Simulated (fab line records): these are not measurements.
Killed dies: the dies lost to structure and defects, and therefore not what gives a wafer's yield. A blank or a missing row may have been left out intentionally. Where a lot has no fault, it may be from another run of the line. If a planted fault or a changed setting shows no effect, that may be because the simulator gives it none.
Chamber matching | flow nand harc | 4 sister chambers for NHARC_A_STAIRCASE_CMP_472 on cmp-03
The step polishes SiO2. 14 wafers are shown with their chamber, then 7 later ones without.

WAFERS PAIRED WITH THEIR CHAMBERS
wafer  | chamber | motor current A (A) | retaining ring pressure frac
L074.4 | 1       | 13.7                | 1.002
L074.5 | 3       | 12.6                | 1.004
L074.6 | 0       | 13.0                | 1.010
L077.1 | 0       | 12.8                | 0.994
L077.2 | 1       | 13.5                | 1.008
L077.6 | 2       | 10.8                | 1.002
L080.3 | 0       | 11.8                | 0.995
L080.5 | 0       | 12.7                | 1.001
L080.6 | 3       | 12.1                | 1.000
L084.1 | 0       | 13.2                | 1.008
L084.2 | 1       | 12.8                | 0.998
L084.3 | 3       | 13.3                | 0.996
L093.1 | 1       | 13.7                | 1.010
L093.3 | 0       | 12.3                | 0.998

SIGNATURES (averages over the wafers above)
reading                      | chamber 0 | chamber 1 | chamber 2 | chamber 3 | scatter within a chamber
motor current A              | 12.633    | 13.425    | 10.800    | 12.667    | 0.507
retaining ring pressure frac | 1.00100   | 1.00450   | 1.00200   | 1.00000   | 0.00589
Rule: a wafer's distance from a chamber is the root of the sum, over the readings, of the square of ((its reading less the chamber's mean) divided by the reading's scatter). If the next closest chamber is less than 2 further off than the closest, the wafer can't be placed; otherwise it belongs to the closest. How the scatter is found: for the shown wafers, subtract from each reading the mean of its chamber, square and add these, divide the total by (wafers less chambers), then take the root.

WAFERS WITHOUT THEIR CHAMBER
wafer  | motor current A (A) | retaining ring pressure frac
L093.6 | 13.2                | 0.995
L090.1 | 13.0                | 1.004
L090.3 | 12.9                | 1.005
L090.6 | 14.0                | 1.004
L095.1 | 10.5                | 0.999
L095.3 | 13.0                | 1.004
L095.4 | 12.8                | 0.995

WHICH CHAMBER EACH ONE RAN IN
wafer  | from the rows above          | in truth
L093.6 | can't be placed: 3 or 0 or 1 | 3
L090.1 | can't be placed: 1 or 0 or 3 | 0
L090.3 | can't be placed: 0 or 3 or 1 | 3
L090.6 | can't be placed: 1 or 3 or 0 | 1
L095.1 | 2                            | 2
L095.3 | can't be placed: 1 or 0 or 3 | 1
L095.4 | can't be placed: 3 or 0 or 1 | 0
Placed correctly: 1 of 7. Cannot be placed on the basis of these rows: 6; the candidates contain the true chamber in 6. 0 placed wrongly.
